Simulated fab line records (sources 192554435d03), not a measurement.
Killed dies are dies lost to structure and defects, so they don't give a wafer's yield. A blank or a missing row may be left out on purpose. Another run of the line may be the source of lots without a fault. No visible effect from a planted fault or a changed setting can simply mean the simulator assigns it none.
Chamber matching -- flow n5 finfet -- N5_BEOL_M8_ETCH_65 on rie diel-03: 4 sister chambers
The step etches SiARC in CF4, target depth 15.6 nm, time 26 s. 27 wafers are shown with their chamber, then 12 later ones without.

== WAFERS PAIRED WITH THEIR CHAMBERS ==
wafer,chamber,drypump motor current A (A),showerhead plenum p Torr (Torr),throttle valve pct (%)
L076.3,1,5.9,2.22,16.1
L076.4,2,5.6,2.04,15.7
L076.5,0,4.9,2.11,15.3
L074.2,1,6.0,2.21,16.1
L074.3,2,5.6,2.04,15.7
L074.4,1,5.9,2.21,16.1
L075.1,2,5.6,2.04,15.7
L075.4,0,4.9,2.11,15.3
L075.5,0,4.9,2.11,15.3
L081.2,0,4.9,2.11,15.3
L081.3,1,5.9,2.21,16.1
L081.5,3,6.1,2.27,15.1
L082.1,2,5.6,2.04,15.7
L082.4,0,4.9,2.11,15.4
L082.6,0,4.9,2.11,15.3
L083.1,3,6.1,2.27,15.1
L083.2,2,5.6,2.04,15.7
L083.6,2,5.6,2.04,15.7
L084.2,3,6.1,2.26,15.1
L084.4,0,4.9,2.10,15.4
L084.5,0,4.9,2.10,15.4
L088.3,1,6.0,2.20,16.2
L088.5,2,5.6,2.03,15.7
L088.6,3,6.1,2.26,15.2
L091.3,3,6.1,2.26,15.2
L091.4,3,6.1,2.26,15.2
L091.5,0,4.9,2.10,15.4

SIGNATURES, as means of the wafers listed above
reading,chamber 0,chamber 1,chamber 2,chamber 3,scatter within a chamber
drypump motor current A,4.900,5.940,5.600,6.100,0.0228
showerhead plenum p Torr,2.1067,2.2100,2.0386,2.2633,0.00519
throttle valve pct,15.344,16.120,15.700,15.150,0.0443
Rule: for a wafer and a chamber, the distance is found by dividing, reading by reading, the gap between the wafer's reading and the chamber's mean by the reading's scatter, squaring, summing and taking the root. The wafer belongs to the nearest chamber; if the next one is less than 2 further off, it can't be placed. How the scatter is found: for the shown wafers, subtract from each reading the mean of its chamber, square and add these, divide the total by (wafers less chambers), then take the root.

== WAFERS MISSING THEIR CHAMBER ==
wafer,drypump motor current A (A),showerhead plenum p Torr (Torr),throttle valve pct (%)
L092.1,6.1,2.26,15.2
L092.3,5.9,2.20,16.2
L092.6,5.6,2.03,15.7
L093.3,4.9,2.10,15.4
L093.5,4.9,2.10,15.4
L093.6,6.1,2.26,15.2
L095.1,5.9,2.20,16.2
L095.2,6.1,2.25,15.2
L095.3,4.9,2.09,15.4
L095.4,5.6,2.03,15.8
L095.5,6.1,2.25,15.2
L095.6,5.6,2.03,15.8

== CHAMBER TAKEN BY EACH ==
wafer,from the rows above,in truth
L092.1,3,3
L092.3,1,1
L092.6,2,2
L093.3,0,0
L093.5,0,0
L093.6,3,3
L095.1,1,1
L095.2,3,3
L095.3,0,0
L095.4,2,2
L095.5,3,3
L095.6,2,2
Placed correctly: 12 of 12. Left unplaced by these rows: 0. Number placed wrongly: 0.
